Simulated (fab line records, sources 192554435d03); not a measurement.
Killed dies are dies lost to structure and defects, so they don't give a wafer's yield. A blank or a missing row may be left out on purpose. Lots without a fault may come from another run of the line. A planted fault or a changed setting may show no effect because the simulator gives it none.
Which tool did it? | flow n5_finfet | 8 lots, 24 wafers sampled, at 7 steps of a route of 1938

WHAT THE GAUGES READ, wafer by wafer
N5_SD_EPI_N_OVL_MEAS_10. Usual: SD_N_BLK_OVL 0.5 nm, standard deviation 0.77.
lot  | measured    | on         | SD_N_BLK_OVL (nm) | flag
L733 | day 3 07:44 | overlay-01 | -0.2 -0.2 0.4     |
L735 | day 3 19:19 | overlay-02 | 0.3 0.8 0.7       |
L741 | day 5 09:26 | overlay-02 | 0.3 0.8 0.1       |
L742 | day 5 19:01 | overlay-02 | 1.0 0.8 1.6       |
L743 | day 5 22:14 | overlay-01 | 1.5 1.2 1.5       |
L747 | day 6 19:28 | overlay-02 | 2.4 2.1 2.2       |
L753 | day 8 08:05 | overlay-02 | 0.4 2.0 -0.6      |
L754 | day 8 13:46 | overlay-01 | -0.8 -0.7 0.4     |

N5_SD_EPI_N_EPI_MEAS_23. Usual: thk_nm 59.1 nm, standard deviation 1.2.
lot  | measured    | on            | thk_nm (nm)    | flag
L733 | day 3 11:11 | film_metro-01 | 57.2 59.4 59.5 |
L735 | day 3 22:59 | film_metro-01 | 57.9 59.4 59.0 |
L741 | day 5 13:04 | film_metro-01 | 58.0 57.4 58.4 |
L742 | day 5 22:44 | film_metro-02 | 59.7 58.9 57.8 |
L743 | day 6 01:44 | film_metro-02 | 58.1 59.0 58.2 |
L747 | day 6 23:40 | film_metro-01 | 60.3 60.8 59.4 |
L753 | day 8 11:33 | film_metro-02 | 59.8 59.9 55.8 |
L754 | day 8 17:28 | film_metro-02 | 55.6 54.8 60.3 |

N5_SD_ACTIVATION_RS_MEAS_03: measures by four-point-probe. Usual: RS_SD_N 21.93 ohm/sq, standard deviation 0.3; RS_SD_P 56.2 ohm/sq, standard deviation 1.
lot  | measured    | on            | RS_SD_N (ohm/sq)  | RS_SD_P (ohm/sq) | flag
L733 | day 3 16:25 | film_metro-02 | 22.20 22.01 22.26 | 56.8 56.6 55.8   |
L735 | day 4 04:10 | film_metro-01 | 22.09 22.04 22.03 | 56.6 57.3 55.9   |
L741 | day 5 18:38 | film_metro-02 | 21.77 22.15 22.03 | 55.7 54.9 54.7   |
L742 | day 6 03:58 | film_metro-02 | 22.04 21.75 21.68 | 56.1 55.0 54.6   |
L743 | day 6 06:57 | film_metro-02 | 22.29 22.41 22.65 | 56.2 56.5 55.9   |
L747 | day 7 05:44 | film_metro-02 | 21.47 21.78 21.71 | 55.8 55.8 56.7   |
L753 | day 8 16:48 | film_metro-01 | 21.76 21.68 23.27 | 56.8 56.6 56.6   |
L754 | day 8 23:04 | film_metro-02 | 23.16 23.52 21.64 | 56.4 56.3 56.9   |

N5_BEOL_M4_RC_MEAS_101. Usual: DIBL_N 35.8 mV/V, standard deviation 1.6; DIBL_P 36.0 mV/V, standard deviation 2.1; IOFF_N 0.153 nA/um, standard deviation 0.026; IOFF_P 0.21 nA/um, standard deviation 0.037; ION_N 673 uA/um, standard deviation 11; ION_P 462 uA/um, standard deviation 7.6; RS_SD_N 28.4 ohm/sq, standard deviation 0.37; SS_N 71.4 mV/dec, standard deviation 0.53; SS_P 73.2 mV/dec, standard deviation 0.67; VT_N 250 mV, standard deviation 3.2; VT_P -250 mV, standard deviation 3.7.
lot  | measured     | on        | DIBL_N (mV/V)  | DIBL_P (mV/V)  | IOFF_N (nA/um)    | IOFF_P (nA/um) | ION_N (uA/um) | ION_P (uA/um) | RS_SD_N (ohm/sq) | SS_N (mV/dec)  | SS_P (mV/dec)  | VT_N (mV)   | VT_P (mV)      | flag
L733 | day 8 09:25  | prober-02 | 35.3 37.4 35.5 | 36.1 37.9 35.7 | 0.139 0.165 0.137 | 0.18 0.20 0.18 | 670 675 673   | 453 460 456   | 28.6 28.2 28.7   | 71.1 71.7 71.6 | 73.2 73.4 72.4 | 252 250 253 | -255 -250 -252 |
L735 | day 9 00:14  | prober-02 | 38.4 39.5 36.4 | 37.5 39.5 35.9 | 0.175 0.193 0.144 | 0.22 0.27 0.20 | 679 685 678   | 461 473 464   | 28.4 28.8 28.5   | 72.8 72.2 70.8 | 73.6 74.4 73.0 | 251 250 251 | -251 -249 -253 |
L741 | day 10 08:57 | prober-01 | 35.2 35.3 36.4 | 35.2 35.7 37.6 | 0.136 0.153 0.168 | 0.18 0.20 0.22 | 671 688 688   | 462 468 469   | 28.5 28.8 28.6   | 71.4 70.8 71.9 | 73.4 72.8 72.6 | 250 249 246 | -252 -249 -248 |
L742 | day 11 00:27 | prober-01 | 36.1 35.8 35.7 | 38.3 37.3 36.3 | 0.179 0.177 0.165 | 0.27 0.27 0.23 | 676 675 670   | 469 474 467   | 28.4 28.3 28.6   | 71.6 71.6 71.9 | 74.0 74.0 72.8 | 250 247 248 | -243 -244 -248 |
L743 | day 11 05:25 | prober-01 | 35.2 37.1 36.0 | 36.0 39.2 37.5 | 0.160 0.186 0.160 | 0.18 0.24 0.22 | 670 670 675   | 455 452 460   | 28.8 28.9 29.3   | 71.9 71.4 71.9 | 73.3 74.0 73.7 | 251 246 249 | -252 -250 -251 |
L747 | day 12 04:37 | prober-01 | 35.8 36.1 36.9 | 36.5 37.6 37.6 | 0.149 0.159 0.176 | 0.22 0.25 0.23 | 669 666 691   | 465 470 473   | 27.7 28.1 28.2   | 71.6 71.6 72.4 | 73.4 73.5 73.8 | 252 251 251 | -251 -246 -249 |
L753 | day 13 14:24 | prober-02 | 37.5 38.3 38.5 | 38.2 39.0 38.8 | 0.156 0.157 0.165 | 0.21 0.24 0.22 | 668 672 670   | 458 469 458   | 28.6 28.7 30.5   | 71.6 71.8 71.5 | 73.6 74.3 73.8 | 251 252 249 | -251 -250 -249 |
L754 | day 13 14:36 | prober-01 | 33.4 34.4 37.3 | 32.0 32.8 37.4 | 0.109 0.116 0.188 | 0.15 0.15 0.24 | 660 663 685   | 457 458 467   | 30.1 30.5 27.9   | 70.9 71.0 71.0 | 71.6 72.4 73.3 | 256 254 246 | -254 -256 -250 |

WHICH TOOL RAN EACH LOT (tool, then ch and the chambers of the sampled wafers, then the start)
lot  | N5_DUMMY_GATE_ETCH_42             | N5_SD_EPI_N_ETCH_45               | N5_SD_EPI_N_EPI_21
L733 | rie_diel-04 ch 0,3, day 3 06:28   | rie_diel-01 ch 0,3, day 3 08:18   | epi_rpcvd-04 ch 0, day 3 09:28
L735 | rie_diel-04 ch 0,1,2, day 3 18:02 | rie_diel-06 ch 1,2, day 3 20:05   | epi_rpcvd-02 ch 0, day 3 21:16
L741 | rie_diel-04 ch 0,1,3, day 5 08:16 | rie_diel-01 ch 0,1,3, day 5 10:11 | epi_rpcvd-03 ch 0, day 5 11:37
L742 | rie_diel-04 ch 0,2,3, day 5 17:44 | rie_diel-05 ch 1,2,3, day 5 19:35 | epi_rpcvd-02 ch 0, day 5 21:01
L743 | rie_diel-04 ch 1,2,3, day 5 21:06 | rie_diel-06 ch 2,3, day 5 22:52   | epi_rpcvd-03 ch 0, day 6 00:18
L747 | rie_diel-04 ch 0,1,2, day 6 17:13 | rie_diel-06 ch 1,2,3, day 6 20:03 | epi_rpcvd-02 ch 0, day 6 21:23
L753 | rie_diel-04 ch 0,1,2, day 8 06:49 | rie_diel-01 ch 0,2,3, day 8 08:39 | epi_rpcvd-03 ch 0, day 8 09:49
L754 | rie_diel-03 ch 0,3, day 8 10:56   | rie_diel-01 ch 0,3, day 8 14:35   | epi_rpcvd-03 ch 0, day 8 16:35
- N5_DUMMY_GATE_ETCH_42: etches SiO2 in CHF3/O2, target depth 3.5 nm, time 31 s.
- N5_SD_EPI_N_ETCH_45: etches SiOCN in CH3F/O2, target depth 6 nm.
- N5_SD_EPI_N_EPI_21: deposits Si:P, time 690 s.

WHAT THE TOOLS THEMSELVES READ (means of the sampled wafers that have a number; where no wafer has one, the mark that the record gives instead)
N5_DUMMY_GATE_ETCH_42. Usual: CHF3_flow_sccm 50.01 sccm, standard deviation 0.15; bias_w 12.00 W, standard deviation 0.035; drypump_motor_current_A 5.9 A, standard deviation 0.44; oes_product_au 0.74 a.u., standard deviation 0.032; rf_vpp_V 42.7 V, standard deviation 0.97; showerhead_plenum_p_Torr 2.41 Torr, standard deviation 0.086; throttle_valve_pct 18.85 %, standard deviation 0.18.
lot  | tool        | CHF3_flow_sccm (sccm) | bias_w (W) | drypump_motor_current_A (A) | oes_product_au (a.u.) | rf_vpp_V (V) | showerhead_plenum_p_Torr (Torr) | throttle_valve_pct (%) | flag
L733 | rie_diel-04 | 50.04                 | 12.02      | 6.2                         | 0.74                  | 44.1         | 2.39                            | 19.02                  |
L735 | rie_diel-04 | 50.04                 | 11.98      | 5.9                         | 0.76                  | 42.5         | 2.42                            | 18.88                  |
L741 | rie_diel-04 | 50.06                 | 11.98      | 6.1                         | 0.74                  | 43.3         | 2.45                            | 18.93                  |
L742 | rie_diel-04 | 50.08                 | 11.99      | 5.9                         | 0.74                  | 43.6         | 2.41                            | 18.92                  |
L743 | rie_diel-04 | 49.88                 | 12.00      | 5.8                         | 0.75                  | 43.3         | 2.48                            | 18.79                  |
L747 | rie_diel-04 | 49.94                 | 11.98      | 5.9                         | 0.74                  | 43.5         | 2.41                            | 18.93                  |
L753 | rie_diel-04 | 50.02                 | 12.00      | 5.9                         | 0.74                  | 42.1         | 2.41                            | 18.94                  |
L754 | rie_diel-03 | 50.05                 | 11.99      | 5.7                         | 0.71                  | 42.4         | 2.30                            | 18.99                  |

N5_SD_EPI_N_ETCH_45. Usual: bias_w 29.01 W, standard deviation 0.083; drypump_motor_current_A 5.6 A, standard deviation 0.54; oes_product_au 0.78 a.u., standard deviation 0.077; rf_vpp_V 127.6 V, standard deviation 0.94; showerhead_plenum_p_Torr 2.02 Torr, standard deviation 0.059; throttle_valve_pct 23.41 %, standard deviation 0.24.
lot  | tool        | bias_w (W) | drypump_motor_current_A (A) | oes_product_au (a.u.) | rf_vpp_V (V) | showerhead_plenum_p_Torr (Torr) | throttle_valve_pct (%) | flag
L733 | rie_diel-01 | 29.02      | 5.2                         | 0.80                  | 127.5        | 2.04                            | 23.67                  |
L735 | rie_diel-06 | 28.94      | 6.1                         | 0.75                  | 127.5        | 2.05                            | 23.36                  |
L741 | rie_diel-01 | 29.06      | 5.4                         | 0.77                  | 127.4        | 1.99                            | 23.56                  |
L742 | rie_diel-05 | 29.11      | 5.5                         | 0.81                  | 128.3        | 2.10                            | 23.32                  |
L743 | rie_diel-06 | 29.05      | 6.3                         | 0.73                  | 127.9        | 2.04                            | 23.42                  |
L747 | rie_diel-06 | 29.00      | 5.9                         | 0.75                  | 128.2        | 2.02                            | 23.36                  |
L753 | rie_diel-01 | 29.03      | 5.5                         | 0.76                  | 127.8        | 2.03                            | 23.56                  |
L754 | rie_diel-01 | 28.98      | 5.2                         | 0.76                  | 128.0        | 2.03                            | 23.72                  |

THE ANSWER, worked out from the rows above alone
Rule: a lot is off if the mean of its wafers that have a number lies more than 3 standard deviations from the usual mean. A lot without any number at a reading at which 4 lots or more have one is off too. The other lots that the step has rows for count as sound. The gauges are gone through in route order, then the tools' own readings, and for those a lot's mean is taken as printed above. The first step at which some lot is off is used, and at that step the reading that is off furthest; a lot without a number counts as furthest.
No lot is off at any reading shown: from this, nothing can be told.

WHAT THE SIMULATOR HAD PUT IN
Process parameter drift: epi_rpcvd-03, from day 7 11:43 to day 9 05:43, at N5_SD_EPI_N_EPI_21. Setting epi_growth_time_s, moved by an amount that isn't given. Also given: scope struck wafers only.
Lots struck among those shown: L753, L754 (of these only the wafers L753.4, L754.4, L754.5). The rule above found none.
